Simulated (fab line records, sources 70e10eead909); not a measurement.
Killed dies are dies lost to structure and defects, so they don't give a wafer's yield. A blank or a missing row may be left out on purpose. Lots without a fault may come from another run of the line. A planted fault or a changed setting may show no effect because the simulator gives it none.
A struck lot beside a sound one | flow nand_harc | 15 steps out of a route of 1302
Sound: wafers L867.1, L867.2, L867.5. Struck: wafer L880.2. (L880.1, L880.5 of the same lot were not struck and are left out.) The cause comes at the end.
At each step with rows: each side's tool, then ch and its chambers, then its first start. Under that, the readings that differ: sound wafers | struck wafers | difference of the means | sigmas: that difference in standard deviations of wafers without a fault.
alike: readings whose means differ by less than 2 such deviations, and words and numbers that are the same on both sides. not compared: withheld readings, readings that some wafer has no value for, bounds like >300 that may hide the same value, and numbers for which the record gives no deviation and whose values overlap.
The two part at a step that has a row with sigmas, a row that says differs or no value, or rows on one side only. Numbers that don't overlap but have no deviation are shown without sigmas and don't part them. A reading that every wafer of one side lacks parts them only if that side has two wafers or more.

first, 7 steps without rows for these wafers: NHARC_P_ZERO_WELL_COAT_64 (time 65 s); NHARC_P_ZERO_WELL_COAT_05 (resist thk 600 nm); NHARC_P_ZERO_WELL_SOFTBAKE_06 (time 70 s); NHARC_P_ZERO_WELL_EBR_07; NHARC_P_ZERO_WELL_EXPOSE_08 (exposes mask P ZERO, target cd 500 nm); NHARC_P_ZERO_WELL_PEB_09 (peb time 80 s); NHARC_P_ZERO_WELL_DEVELOP_10 (time 50 s).
NHARC_P_ZERO_WELL_CD_MEAS_11: target cd 500 nm.
  sound on cd_sem-02 ch 0, day 4 19:15; struck on cd_sem-01 ch 0, day 10 05:14
  alike: cd_nm
then, 1 step without rows for these wafers: NHARC_P_ZERO_WELL_HARDBAKE_12 (time 65 s).
NHARC_P_ZERO_WELL_DESCUM_13: chemistry O2, time 3 s.
  sound on rie_diel-02 ch 0,3, day 4 19:24; struck on rie_diel-06 ch 2, day 10 05:23
  alike: drypump_motor_current_A, oes_product_au, rf_vpp_V, showerhead_plenum_p_Torr, throttle_valve_pct
  not compared: rf_hours_counter_h
NHARC_P_ZERO_WELL_ETCH_65: etches the open film in N2/H2, target depth 80 nm, overetch 24 nm, time 87.88 s.
  sound on rie_diel-02 ch 0,2,3, day 4 19:29; struck on rie_diel-06 ch 1, day 10 05:29
  alike: drypump_motor_current_A, oes_product_au, rf_vpp_V, showerhead_plenum_p_Torr, throttle_valve_pct
  not compared: rf_hours_counter_h
NHARC_P_ZERO_WELL_ETCH_62: etches the open film in CHF3/Ar, target depth 13 nm, time 6.5 s.
  sound on rie_diel-02 ch 0,1,3; struck on rie_diel-06 ch 1
  reading                         | sound          | struck | difference | sigmas
  showerhead_plenum_p_Torr (Torr) | 2.28 2.24 2.24 | 2.43   | +0.18      | +2
  alike: drypump_motor_current_A, oes_product_au, rf_vpp_V, throttle_valve_pct
  not compared: rf_hours_counter_h
NHARC_P_ZERO_WELL_ETCH_63: etches the open film in HBr/Cl2, target depth 120 nm, time 40.1 s.
  sound on rie_si-03 ch 1,2,3, day 4 19:41; struck on rie_si-04 ch 0, day 10 05:44
  reading               | sound             | struck | difference | sigmas
  oes_product_au (a.u.) | 1.015 1.004 0.993 | 0.860  | -0.144     | -15
  alike: drypump_motor_current_A, throttle_valve_pct
  not compared: rf_hours_counter_h
then, 2 steps without rows for these wafers: NHARC_P_ZERO_WELL_STRIP_15 (strips in SPM, time 900 s); NHARC_END_SORT_01.

WHERE THEY PART
First at NHARC_P_ZERO_WELL_ETCH_62; last, within this record, at NHARC_P_ZERO_WELL_ETCH_63.

WHY: what the simulator had put in
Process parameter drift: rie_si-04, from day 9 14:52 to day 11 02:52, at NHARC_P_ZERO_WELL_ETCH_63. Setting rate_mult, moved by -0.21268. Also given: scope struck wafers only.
